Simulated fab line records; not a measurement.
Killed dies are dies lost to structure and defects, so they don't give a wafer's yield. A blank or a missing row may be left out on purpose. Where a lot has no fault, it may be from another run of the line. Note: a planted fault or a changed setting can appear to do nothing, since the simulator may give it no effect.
Matching of chambers	flow nand harc	NHARC_A_CHANNEL_FILL_D1_CMP_10 on cmp-04 has 4 sister chambers
The step polishes, target thk 150 nm. 8 wafers are shown with their chamber, then 8 later ones without.

== WAFERS PAIRED WITH THEIR CHAMBERS ==
wafer	chamber	motor current A (A)	time to endpoint s (s)
L078.6	0	12.1	17
L083.1	1	12.4	15
L083.4	0	12.1	19
L083.6	3	12.5	19
L088.1	1	12.9	14
L088.5	2	9.4	15
L088.6	3	12.3	16
L090.3	2	9.3	16

== WAFERS WHOSE CHAMBER IS MISSING ==
wafer	motor current A (A)	time to endpoint s (s)
L090.5	12.4	18
L090.6	11.5	18
L095.2	12.8	14
L095.4	8.9	14
L095.5	12.8	12
L097.2	11.6	21
L097.3	12.1	20
L097.5	11.8	20

== WHICH CHAMBER EACH WENT THROUGH ==
wafer	from the rows above	in truth
L090.5	can't be placed: 3 or 0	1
L090.6	can't be placed: 0 or 3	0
L095.2	1	1
L095.4	2	2
L095.5	1	1
L097.2	can't be placed: 0 or 3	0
L097.3	can't be placed: 0 or 3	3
L097.5	can't be placed: 0 or 3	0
Correct placement for 3 of the 8. From these rows, 5 cannot be placed; in 4 the true chamber is one of the candidates. Placed wrongly: 0.
How it was worked out, from the rows above alone: a wafer's distance from a chamber is the root of the sum, over the readings, of the square of ((its reading less the chamber's mean) divided by the reading's scatter). If the next closest chamber is less than 2 further off than the closest, the wafer can't be placed; otherwise it belongs to the closest. A chamber's mean is the mean of its shown wafers. The scatter: the root of (the sum of the squares of (reading less its chamber's mean) over the shown wafers, divided by (wafers less chambers)).
